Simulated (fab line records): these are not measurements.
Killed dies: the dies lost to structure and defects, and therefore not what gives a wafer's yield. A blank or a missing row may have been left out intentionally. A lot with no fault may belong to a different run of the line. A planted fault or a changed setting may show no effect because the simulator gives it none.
Chamber matching :: flow n5 finfet :: 4 sister chambers for N5_BEOL_M9_STRIP_67 on rie diel-01
The step strips in CF4. 4 wafers are shown with their chamber, then 7 later ones without.

== WAFERS PAIRED WITH THEIR CHAMBERS ==
wafer: L082.3
chamber: 3
throttle valve pct (%): 13.83

wafer: L082.6
chamber: 2
throttle valve pct (%): 13.82

wafer: L083.4
chamber: 0
throttle valve pct (%): 13.30

wafer: L083.5
chamber: 1
throttle valve pct (%): 13.67

== WAFERS MISSING THEIR CHAMBER ==
wafer: L083.6
throttle valve pct (%): 13.30

wafer: L086.2
throttle valve pct (%): 13.85

wafer: L086.5
throttle valve pct (%): 13.67

wafer: L086.6
throttle valve pct (%): 13.33

wafer: L096.4
throttle valve pct (%): 13.87

wafer: L096.5
throttle valve pct (%): 13.70

wafer: L096.6
throttle valve pct (%): 13.87

== WHICH CHAMBER EACH WENT THROUGH ==
wafer: L083.6
from the rows above: 0
in truth: 0

wafer: L086.2
from the rows above: can't be placed: 3 or 2
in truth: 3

wafer: L086.5
from the rows above: 1
in truth: 1

wafer: L086.6
from the rows above: 0
in truth: 0

wafer: L096.4
from the rows above: can't be placed: 3 or 2
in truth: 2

wafer: L096.5
from the rows above: 1
in truth: 1

wafer: L096.6
from the rows above: can't be placed: 3 or 2
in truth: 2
Correct placement for 4 of the 7. Not placeable from these rows: 3 (in 3, the candidates include the true chamber). Placed wrongly: 0.
How it was worked out, from the rows above alone: a wafer's distance from a chamber is the root of the sum, over the readings, of the square of ((its reading less the chamber's mean) divided by the reading's scatter). The wafer belongs to the nearest chamber; if the next one is less than 2 further off, it can't be placed. Each chamber's mean is taken over the wafers shown for it. The scatter: root of mean squared gap, hidden wafer to nearest shown wafer, with one shown wafer a chamber.
